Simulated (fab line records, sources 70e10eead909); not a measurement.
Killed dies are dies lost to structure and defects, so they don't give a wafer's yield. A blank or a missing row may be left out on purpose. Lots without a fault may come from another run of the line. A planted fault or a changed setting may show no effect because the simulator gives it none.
Chamber matching | flow nand_harc | NHARC_P_ZERO_WELL_DESCUM_54 on rie_diel-05: 4 sister chambers
The step chemistry O2, time 3 s. 14 wafers are shown with their chamber, then 7 later ones without.

WAFERS WITH THEIR CHAMBER
wafer  | chamber | drypump_motor_current_A (A) | showerhead_plenum_p_Torr (Torr) | oes_product_au (a.u.)
L970.1 | 0       | 6.7                         | 1.88                            | 1.013
L970.2 | 1       | 6.1                         | 1.77                            | 1.005
L970.5 | 3       | 5.9                         | 1.82                            | 1.008
L971.1 | 2       | 6.2                         | 1.84                            | 0.988
L971.3 | 0       | 6.6                         | 1.88                            | 1.009
L971.5 | 3       | 5.9                         | 1.82                            | 1.013
L973.2 | 2       | 6.1                         | 1.83                            | 1.006
L973.3 | 0       | 6.5                         | 1.88                            | 1.013
L973.5 | 1       | 6.1                         | 2.08                            | 1.003
L976.1 | 1       | 6.1                         | 2.07                            | 0.996
L976.2 | 3       | 5.9                         | 1.81                            | 1.026
L976.5 | 0       | 6.6                         | 1.88                            | 1.012
L979.2 | 0       | 6.6                         | 1.88                            | 1.014
L979.5 | 1       | 6.1                         | 2.07                            | 1.008

SIGNATURES (means of the wafers above)
reading                  | chamber 0 | chamber 1 | chamber 2 | chamber 3 | scatter within a chamber
drypump_motor_current_A  | 6.600     | 6.100     | 6.150     | 5.900     | 0.05
showerhead_plenum_p_Torr | 1.8800    | 1.9975    | 1.8350    | 1.8167    | 0.0832
oes_product_au           | 1.01220   | 1.00300   | 0.99700   | 1.01567   | 0.00654
Rule: a wafer's distance from a chamber is the root of the sum, over the readings, of the square of ((its reading less the chamber's mean) divided by the reading's scatter). The wafer belongs to the nearest chamber; if the next one is less than 2 further off, it can't be placed. The scatter: the root of (the sum of the squares of (reading less its chamber's mean) over the shown wafers, divided by (wafers less chambers)).

WAFERS WITHOUT THEIR CHAMBER
wafer  | drypump_motor_current_A (A) | showerhead_plenum_p_Torr (Torr) | oes_product_au (a.u.)
L979.6 | 6.1                         | 1.83                            | 1.007
L986.1 | 6.2                         | 1.82                            | 1.003
L986.2 | 6.1                         | 2.06                            | 1.010
L986.5 | 6.6                         | 1.87                            | 1.002
L991.1 | 6.1                         | 2.06                            | 1.024
L991.4 | 6.6                         | 1.86                            | 0.988
L991.6 | 6.1                         | 1.82                            | 1.027

WHICH CHAMBER EACH WENT THROUGH
wafer  | from the rows above          | in truth
L979.6 | can't be placed: 2 or 1      | 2
L986.1 | can't be placed: 2 or 1      | 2
L986.2 | 1                            | 1
L986.5 | 0                            | 0
L991.1 | can't be placed: 1 or 2 or 3 | 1
L991.4 | 0                            | 0
L991.6 | can't be placed: 1 or 3 or 2 | 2
Placed correctly: 3 of 7. Can't be placed from these rows: 4 (the true chamber is among the candidates in 4). Placed wrongly: 0.
